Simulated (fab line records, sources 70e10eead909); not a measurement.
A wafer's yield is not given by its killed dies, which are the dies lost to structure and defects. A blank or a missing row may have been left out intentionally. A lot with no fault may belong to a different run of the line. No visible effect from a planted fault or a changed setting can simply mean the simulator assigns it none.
Which tool did it? + flow nandHarc + 36 wafers sampled from 12 lots at 1 step of a route of 1159

== WHAT EACH GAUGE READ, for each wafer ==
NHARC_P_GATE_INSPECT_68.
| lot  | measured     | on               | rawDefectCount |
|------|--------------|------------------|----------------|
| L075 | day 5 17:52  | defectInspect-01 | 293 133 157    |
| L077 | day 5 22:27  | defectInspect-01 | 165 154 196    |
| L079 | day 6 11:11  | defectInspect-02 | 96 79 94       |
| L081 | day 7 05:00  | defectInspect-02 | 208 143 190    |
| L083 | day 7 21:38  | defectInspect-01 | 414 213 233    |
| L084 | day 8 16:46  | defectInspect-02 | 339 213 247    |
| L086 | day 8 21:48  | defectInspect-01 | 328 287 327    |
| L089 | day 9 06:52  | defectInspect-01 | 185 141 239    |
| L091 | day 9 18:08  | defectInspect-02 | 246 185 146    |
| L092 | day 10 00:40 | defectInspect-01 | 103 124 194    |
| L094 | day 10 13:20 | defectInspect-02 | 99 121 155     |
| L096 | day 11 01:41 | defectInspect-02 | 263 149 212    |

== TOOL THAT RAN EACH LOT (tool first, then ch and the chambers of the sampled wafers, then the start) ==
Before these readings, the record contains no process step.

== THE ANSWER, worked out from the rows above alone ==
Rule: usual is defined by the lots themselves. Put in order of their means at a reading, lots are off if they are a third of the lots or fewer, leave a main group of 4 or more, and stand apart from it by a gap of 3 or more times the standard deviation of the main group's means; of several such gaps the widest counts. The tables above print the reading to a certain number of digits; a main group whose means all agree to those digits is not used. Also off: a lot with no number at a reading for which 4 or more lots have one. All remaining lots with rows at the step are treated as sound.
Across all readings shown, no lot is off: no conclusion can be drawn from this.

== WHAT THE SIMULATOR PUT IN ==
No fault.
